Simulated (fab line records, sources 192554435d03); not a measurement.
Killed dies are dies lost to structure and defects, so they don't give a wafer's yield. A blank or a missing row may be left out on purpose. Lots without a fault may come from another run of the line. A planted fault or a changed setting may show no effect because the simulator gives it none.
fab line records | flow n5_finfet
record lots=4 wafers=12 last_day=15
route steps=1938 shown SD_EPI_P@306 SD_ACTIVATION@330 ILD0@335 BEOL_M4@1111 PASSIVATION@1936
lots that met no fault: from a run of the same line without faults
start_h: hours from the record's first day to the start of the lot's first wafer shown | wait_h: hours since the lot's step before | " the same as in the row above | L1.1+2: a row that stands for several wafers | - no value, or no start given | * or withheld: withheld | < > ~ a bound
route shown NAME@n: a module of which the file shows steps, and the number in the route of the first | usual: mean/standard deviation of fault-free wafers | same: alike in all rows | chamber/n: place in a boat | sites: the reading at each site | _std_site: their standard deviation | _edge_site: outer sites' mean less inner sites' | radius_mm: how far each site lies from the wafer's centre | mask NAME#n: copy n | behind: the tool/chamber that last shaped the wafer | hold: why the lot was held/for how many hours/how that ended | device: the transistor (n, p or np) that didn't switch | end of line: the same wafers' tests at the end of the route | a step without rows: its recipe alone | killed: dies lost to structure and defects at the first sort, not the wafer's yield | map: a wafer's dies, x killed, . not, _ none there
set.NAME: the setting as run; set.NAME@STEP: as run at that earlier step | model.NAME: the simulator's own value behind a step, which no gauge read
lots at some steps of the route; a table a step, a row a wafer
## steps
# step N5_SD_EPI_P_DESCUM_14
# recipe chemistry=O2 time_s=7.9 source_power_w=50 bias_power_w=20 pressure_mtorr=20 rf_frequency_hz=2.712e+07 temp_c=40 resist=CAR-ArF-block o2_flow_sccm=225
# step N5_SD_EPI_P_ETCH_36
# recipe chemistry=CF4 target=SiARC target_depth_a=455 mask_material=CAR-ArF-block time_s=75.8 ion_energy_ev=80 pressure_mtorr=40 source_w=545 bias_w=36 Ar_flow_sccm=100 cf4_flow_sccm=100 ends=cleared
# step N5_SD_EPI_P_ETCH_37
# recipe chemistry=N2/H2 target=SOC overetch_a=1080 mask_material=SiARC temp_c=40 ion_energy_ev=100 source_w=3000 bias_w=133 pressure_mtorr=20 time_s=486 n2_flow_sccm=200 h2_flow_sccm=200 ends=end_point
# step N5_SD_EPI_P_STRIP_38
# recipe chemistry=N2/H2 temp_c=40 n2_flow_sccm=200 h2_flow_sccm=200 rf_frequency_hz=6e+07
# step N5_SD_EPI_P_ETCHBACK_46
# recipe chemistry=CH3F/O2 mode=anisotropic_etchback target=SiNx target_depth_a=175 stop_on=SiO2 over_etch_frac=0.3 ion_energy_ev=120 pressure_mtorr=30 source_w=395 bias_w=73 Ar_flow_sccm=150 CH3F_flow_sccm=30 O2_flow_sccm=20
# step N5_SD_EPI_P_ETCH_47
# recipe chemistry=CH3F/O2 target=SiOCN target_depth_a=250 mask_material=SOC ion_energy_ev=60 bias_w=29 pressure_mtorr=30 source_w=410 Ar_flow_sccm=150 CH3F_flow_sccm=30 O2_flow_sccm=20
# step N5_SD_EPI_P_ETCH_16
# recipe chemistry=CHF3/O2 target=SiO2 target_depth_a=50 mask_material=SOC pressure_mtorr=30 source_w=650 bias_w=170 Ar_flow_sccm=200 CHF3_flow_sccm=50 O2_flow_sccm=5 ion_energy_ev=200
# step N5_SD_EPI_P_STRIP_50
# recipe chemistry=CHF3/O2 resist=SiARC rf_frequency_hz=6e+07
# step N5_SD_EPI_P_SD_RECESS_17
# recipe chemistry=HBr/Cl2/O2 target_depth_a=391 bt_time_s=3 pressure_mtorr=10 icp_w=800 bias_w=112 HBr_flow_sccm=150 Cl2_flow_sccm=80 O2_flow_sccm=12
# step N5_SD_EPI_P_WET_ETCH_45
# recipe chemistry=dHF dilution=withheld time_s=10.7 target=SiO2 target_depth_a=20 temp_c=25 dry=ipa_marangoni rinse_time_s=30 rinse_temp_c=23
# step N5_SD_EPI_P_STRIP_40
# recipe chemistry=N2/H2 power_w=1000 temp_c=250 h2_frac=0.65 overash_fraction=0.3 pressure_mtorr=withheld n2_flow_sccm=1750 h2_flow_sccm=3250
# step N5_SD_EPI_P_PRECLEAN_52
# recipe chemistry=O3/DIW time_s=60 temp_c=22 o3_ppm=10
# columns lot.wafer tool chamber start_h wait_h
L439.3+4+6 wet_bench-01 5,0,4 85.26 -
L445.1+4+5 wet_bench-06 4,3,2 125.46 -
L446.1+3+6 wet_bench-01 2,5,6 135.80 -
L448.1+2+3 wet_bench-01 2,0,1 143.39 -
# step N5_SD_EPI_P_SRD_20
# recipe dry=ipa_marangoni do_ppb=5 time_s=30 temp_c=23 rinse_liquid=diw
# step N5_SD_EPI_P_PRECLEAN_51
# recipe chemistry=NF3:NH3 afs_cycles=1 temp_c=30 time_s=20 sublimation_temp_c=180 sublimation_time_s=60 pressure_torr=3 rf_power_w=30
# step N5_SD_EPI_P_VAPOR_ETCH_44
# recipe chemistry=NF3/Ar target=SiGe30 temp_c=25 time_s=3.3 mode=isotropic
# step N5_SD_EPI_P_EPI_21
# recipe material=SiGe:B dopant=B temp_c=550 pressure_torr=20 ambient=H2 time_s=355
# step N5_SD_EPI_P_HM_STRIP_48
# recipe chemistry=H3PO4 temp_c=160 material=SiNx target=SiNx target_depth_a=30 overetch_fraction=0.3
# step N5_SD_EPI_P_SRD_49
# recipe dry=ipa_marangoni time_s=30 temp_c=23 rinse_liquid=diw
# step N5_SD_EPI_P_PRECLEAN_24
# recipe chemistry=O3/DIW time_s=45 temp_c=22 o3_ppm=10
# step N5_SD_EPI_P_PRECLEAN_32
# recipe chemistry=dHF time_s=10 dilution=500:1 temp_c=25
# step N5_SD_EPI_P_PRECLEAN_33
# recipe chemistry=SC2 time_s=45 temp_c=35 mix=1:1:50
# step N5_SD_EPI_P_SRD_25
# recipe time_s=30 temp_c=23 rinse_liquid=diw dry=ipa_marangoni
# step N5_SD_EPI_P_INSPECT_26
# recipe inspect_instrument=darkfield mode=post_epi
# usual raw_defect_count=179/39
# columns lot.wafer tool chamber start_h wait_h raw_defect_count
L439.3 defect_inspect-01 - 88.05 0.0 145
L439.4 " - " " 136
L439.6 " - " " 105
L445.1 defect_inspect-02 - 128.26 0.0 154
L445.4 " - " " 152
L445.5 " - " " 184
L446.1 defect_inspect-01 - 138.60 0.0 868
L446.3 " - " " 836
L446.6 " - " " 785
L448.1 defect_inspect-01 - 146.19 0.0 866
L448.2 " - " " 822
L448.3 " - " " 863
# step N5_SD_ACTIVATION_RTA_00
# recipe temp_c=975 time_s=0 ambient=N2 idle_temp_c=600 ramp_up_c_per_s=150 ramp_down_c_per_s=60 cool_to_c=600
# step N5_SD_ACTIVATION_LSA_01
# recipe temp_c=1080 time_s=0.0008 ambient=N2
# step N5_SD_ACTIVATION_INSPECT_02
# recipe inspect_instrument=darkfield mode=post_anneal
# usual raw_defect_count=176/36
# columns lot.wafer tool chamber start_h wait_h raw_defect_count
L439.3 defect_inspect-01 - 88.81 0.1 131
L439.4 " - " " 136
L439.6 " - " " 112
L445.1 defect_inspect-02 - 129.36 0.2 172
L445.4 " - " " 170
L445.5 " - " " 178
L446.1 defect_inspect-01 - 139.35 0.2 875
L446.3 " - " " 833
L446.6 " - " " 794
L448.1 defect_inspect-02 - 146.95 0.2 886
L448.2 " - " " 852
L448.3 " - " " 889
# step N5_ILD0_LINER_00
# recipe material=SiNx target_thk_a=40 temp_c=400 ald_precursor_family=SiH2I2 ald_co_reactant=N2/H2-plasma pulse_time_s=1 purge_time_s=2 co_reactant_purge_time_s=2 ald_cycles=80 pressure_torr=2
# step N5_BEOL_M4_RC_MEAS_101
# usual DIBL_N=36.9/2.1 DIBL_P=37.1/2.5 IOFF_N=0.17/0.039 IOFF_P=0.23/0.043 ION_N=673/15 ION_P=462/9.1 SS_N=71.8/0.69 SS_P=73.6/0.74 VT_N=250/3.6 VT_P=-249.7/2.9
# columns lot.wafer tool chamber start_h wait_h DIBL_N[mV/V] DIBL_P[mV/V] IOFF_N[nA/um] IOFF_P[nA/um] ION_N[uA/um] ION_P[uA/um] SS_N[mV/dec] SS_P[mV/dec] VT_N[mV] VT_P[mV]
L439.3 prober-01 0 196.06 0.3 38.3 36.5 0.16 0.22 658 450 72.4 74.1 251 -251.2
L439.4 " 0 " " 37.4 36.7 0.14 0.22 657 462 71.4 73.4 253 -248.2
L439.6 " 0 " " 36.7 35.7 0.13 0.21 648 461 71.1 72.9 252 -249.5
L445.1 prober-01 0 241.76 0.0 37.3 37.2 0.17 0.24 664 458 72.1 73.9 249 -249.1
L445.4 " 0 " " 36.7 35.8 0.16 0.23 668 461 71.4 73.7 253 -248.0
L445.5 " 0 " " 34.3 33.6 0.13 0.18 650 452 71.6 73.0 256 -253.1
L446.1 prober-02 0 242.29 0.0 34.7 36.9 0.15 0.22 672 462 71.4 73.3 252 -248.3
L446.3 " 0 " " 36.3 38.0 0.17 0.25 668 461 72.2 73.6 253 -250.1
L446.6 " 0 " " 32.3 33.3 0.12 0.17 649 450 72.0 71.9 255 -253.8
L448.1 prober-01 0 257.49 0.0 37.7 38.6 0.18 0.25 681 471 71.3 73.1 248 -247.8
L448.2 " 0 " " 39.9 40.1 0.20 0.27 669 458 72.0 74.2 249 -248.6
L448.3 " 0 " " 35.8 35.0 0.14 0.19 671 467 70.7 73.1 253 -252.3
# step N5_PASSIVATION_PROBE_49
# usual defect_limited_yield=91.3/1.4 killed_at_M0_to_M3=32/9.5 killed_at_M4_up=14/5.2 killed_at_contacts=13/5.7 killed_at_front_end=41/12 killed_at_other=3.5/2.6 killed_dies=103/17 killed_open=68/14 killed_short=32/7 sort_bin_5_function=5.0/0.91 sort_bin_6_memory=3.3/0.7 sort_bin_8_speed=0.03/0.22 sort_n_pass=1076/17 sort_yield_pct=91.2/1.4
# same gross_dies=1180 killed_at_back_side=0 sort_bin_4_leakage[%]=0
# columns lot.wafer tool chamber start_h wait_h defect_limited_yield[%] killed_at_M0_to_M3 killed_at_M4_up killed_at_contacts killed_at_front_end killed_at_other killed_dies killed_open killed_short sort_bin_5_function[%] sort_bin_6_memory[%] sort_bin_8_speed[%] sort_n_pass sort_yield_pct[%]
L439.3 prober-02 - 294.33 0.1 88.6 28 13 9 76 8 134 99 35 6.8 4.3 0 1046 88.6
L439.4 prober-02 - 294.38 0.2 87.5 55 13 15 59 5 147 113 34 6.8 5.2 0 1033 87.5
L439.6 prober-02 - 294.48 0.3 90.8 34 17 15 38 5 109 83 25 4.7 4.2 0.08 1070 90.7
L446.1 prober-01 - 341.68 0.0 79.9 27 14 11 183 2 237 63 34 12.8 3.6 0 943 79.9
L446.3 prober-01 - 341.78 0.1 81.4 36 13 13 154 4 220 78 42 11.4 5.1 0 960 81.4
L446.6 prober-01 - 341.93 0.3 83.3 27 9 16 140 5 197 54 17 10.9 3.3 0 983 83.3
L445.5 prober-01 - 342.57 0.2 90.4 16 22 10 59 6 113 72 35 5.4 3.4 0 1067 90.4
L448.1 prober-02 - 359.24 0.0 81.1 30 10 13 165 5 223 67 31 12.3 3.5 0 957 81.1
L448.2 prober-02 - 359.29 0.1 85.7 35 6 6 120 2 169 57 30 7.7 4.2 0 1011 85.7
L448.3 prober-02 - 359.34 0.1 82.6 27 9 6 156 7 205 48 28 10.8 4.0 0 975 82.6
# killed by level:class
L439.3 FIN_SAQP:geometric_particle:open=31 STI_FIN_REVEAL:geometric_particle:open=16 FIN_SAQP:geometric_particle:short=12 MOL_CONTACT_COAG:geometric_particle:open=9 BEOL_M0_SAQP:geometric_particle:short=7 PAD_METAL:geometric_particle:open=7 DUMMY_GATE:geometric_particle:open=6 BEOL_M3:geometric_particle:open=6
L439.4 STI_FIN_REVEAL:geometric_particle:open=27 BEOL_M1:geometric_particle:open=14 BEOL_M2:geometric_particle:open=13 MOL_CONTACT_COAG:geometric_particle:open=12 BEOL_M3:geometric_particle:open=12 FIN_SAQP:geometric_particle:short=9 FIN_SAQP:geometric_particle:open=6 BEOL_M0_SAQP:geometric_particle:open=6
L439.6 MOL_CONTACT_COAG:geometric_particle:open=14 STI_FIN_REVEAL:geometric_particle:open=11 BEOL_M2:geometric_particle:open=9 BEOL_M3:geometric_particle:open=9 FIN_SAQP:geometric_particle:open=7 BEOL_M4:geometric_particle:open=7 BEOL_M0_SAQP:geometric_particle:short=6 BEOL_M1:geometric_particle:open=5
L446.1 SD_EPI_P:unspecified=134 FIN_SAQP:geometric_particle:open=13 MOL_CONTACT_COAG:geometric_particle:open=10 BEOL_M0:geometric_particle:open=10 BEOL_M1:geometric_particle:open=8 FIN_SAQP:geometric_particle:short=8 GATE_CUT:geometric_particle:short=8 BEOL_M4:geometric_particle:open=7
L446.3 SD_EPI_P:unspecified=100 FIN_SAQP:geometric_particle:open=17 GATE_CUT:geometric_particle:short=9 MOL_CONTACT_COAG:geometric_particle:open=9 BEOL_M1:geometric_particle:open=9 FIN_SAQP:geometric_particle:short=8 BEOL_M0_SAQP:geometric_particle:open=6 BEOL_M3:geometric_particle:open=5
L446.6 SD_EPI_P:unspecified=125 MOL_CONTACT_COAG:geometric_particle:open=16 BEOL_M2:geometric_particle:open=7 BEOL_M0_SAQP:geometric_particle:short=4 BEOL_M1:geometric_particle:open=4 FIN_SAQP:geometric_particle:open=3 DUMMY_GATE:geometric_particle:open=3 GATE_CUT:geometric_particle:short=3
L445.5 FIN_SAQP:geometric_particle:open=14 GATE_CUT:geometric_particle:short=10 BEOL_M4:geometric_particle:open=9 MOL_CONTACT_COAG:geometric_particle:open=8 STI_FIN_REVEAL:geometric_particle:open=7 FIN_SAQP:geometric_particle:short=6 HKMG_FIN:area_etch=6 BEOL_M5:geometric_particle:open=4
L448.1 SD_EPI_P:unspecified=124 FIN_SAQP:geometric_particle:open=12 MOL_CONTACT_COAG:geometric_particle:open=12 BEOL_M0_SAQP:geometric_particle:open=12 BEOL_M0_SAQP:geometric_particle:short=11 BEOL_M4:geometric_particle:open=8 GATE_CUT:geometric_particle:short=7 STI_FIN_REVEAL:geometric_particle:open=5
L448.2 SD_EPI_P:unspecified=82 BEOL_M0_SAQP:geometric_particle:short=15 FIN_SAQP:geometric_particle:open=9 BEOL_M0_SAQP:geometric_particle:open=8 FIN_SAQP:geometric_particle:short=6 STI_FIN_REVEAL:geometric_particle:open=6 MOL_CONTACT_COAG:geometric_particle:open=5 BEOL_M0:geometric_particle:open=5
L448.3 SD_EPI_P:unspecified=129 BEOL_M0_SAQP:geometric_particle:open=11 BEOL_M0_SAQP:geometric_particle:short=9 FIN_SAQP:geometric_particle:open=6 GATE_CUT:geometric_particle:short=6 BEOL_M4:geometric_particle:open=6 MOL_CONTACT_COAG:geometric_particle:open=5 STARTING-WAFER:geometric_particle:open=5
# map L446.1 (x killed, . not)
_________________.....x..x...________________
______________.................._____________
___________....x....x...xx.....x...__________
__________...x.......x.............._________
________.............................._______
_______.x...xx.x................x..x...______
______........x........x...x...x........_____
_____....x......................x........____
____.........x.....x......x......x....x.x.___
___.x.................................x....__
___....x.x.........................x.x.....__
__.....x......x........x...................x_
__..x...............x.....xx..........x....._
_.....x..xx.x.xxx...xx......x...x.x..........
_..x....x..xxxxxx.xx.x......x..x.............
_......xxx.xxxxxxxxx...........x.......x....x
_....x...xxxxxxxxxxxx....x...................
_.x.....xxxxxxxxxxxxx........xx...........x..
_....xx.xxxxxxxxxxxxxx...................x...
_.x.x...xxxxxxxxxxxxxxx....................x.
_.....xxxxxxxxxxxxxxx............x...........
__.x......xxxxxxxxxxxx.....................x_
__.....xxxxxxxxxxxxx....x.....x.....x......._
___....x...xx.xxxxxx.............x..x......__
___.x...x...xxxx.........................x.__
____......x..x.xx......x............x.....___
_____................x..x................____
______.x......x....x.......xx.........x._____
_______...........................x....______
________.x......x..x.................._______
__________...................x......_________
___________..x.......x..........x..__________
______________..........x......._____________
_________________...xx.......________________
# map L448.1 (x killed, . not)
_________________....x.......________________
______________x...........x...x._____________
___________........................__________
__________.......x.................._________
________x..........x................x._______
_______.......................x........______
______...x...........x......x..........._____
_____..........x.x....x.......x.x.x..x...____
____......x.........xxx...................___
___.x............xx.xx.....................__
___.x..........x...........................__
__.........x....x.......x...............x..._
__..x..........xx.....................xx...._
_.x..........xx....x............x......x.....
_....x.x..x.xxxxxx..x.....xxx..........x..x..
_........xxxxxxxxxx.x........x...x......x....
_..x...x..xxxxxxxxxxx...x.......x......x.....
_.....xxxxxxxxxxxxxxx.........xx............x
_......xxxxxxxxxxxx..xx......................
_......xx.xxxxxxxxxxx...x.....x..x......x....
_....x..xxxxxxxxxxxxxx.x..x.......x..........
__....x.xxxxxxxxxxxx.x.x..x................x_
__x.....xx.xx.xxxxx........................._
___........x.xxxxxxx...........x...........__
___.x.......x.xx.x....xx....x..............__
____.......xx..x.......................x..___
_____x........x......x...................____
______.................x......x........._____
_______x....x.............x...xxx..x...______
________...................xx........._______
__________.........................._________
___________......x.....x...........__________
______________..x..............._____________
_________________......x.....________________
## key
first_sign step=N5_SD_EPI_P_INSPECT_26 reading=raw_defect_count direction=up sigmas=17 usual=179 struck=840
effect step=N5_SD_ACTIVATION_INSPECT_02 reading=raw_defect_count direction=up sigmas=19 usual=176 struck=855
effect step=N5_PASSIVATION_PROBE_49 reading=killed_at_front_end direction=up sigmas=9.3 usual=41 struck=153
more_kills_born_at N5_SD_EPI_P_PRECLEAN_52@wet_bench-01=694
met_at N5_SD_EPI_P_PRECLEAN_52
struck_wafers L446.1,L446.3,L446.6,L448.1,L448.2,L448.3
onset_between 85.26 135.80
also_fits time
fault kind=chamber_particle_source tool=wet_bench-01 chamber=- onset_h=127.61 steps=N5_SD_EPI_P_PRECLEAN_52 rate_per_visit_cm2=1.0256 end_h=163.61
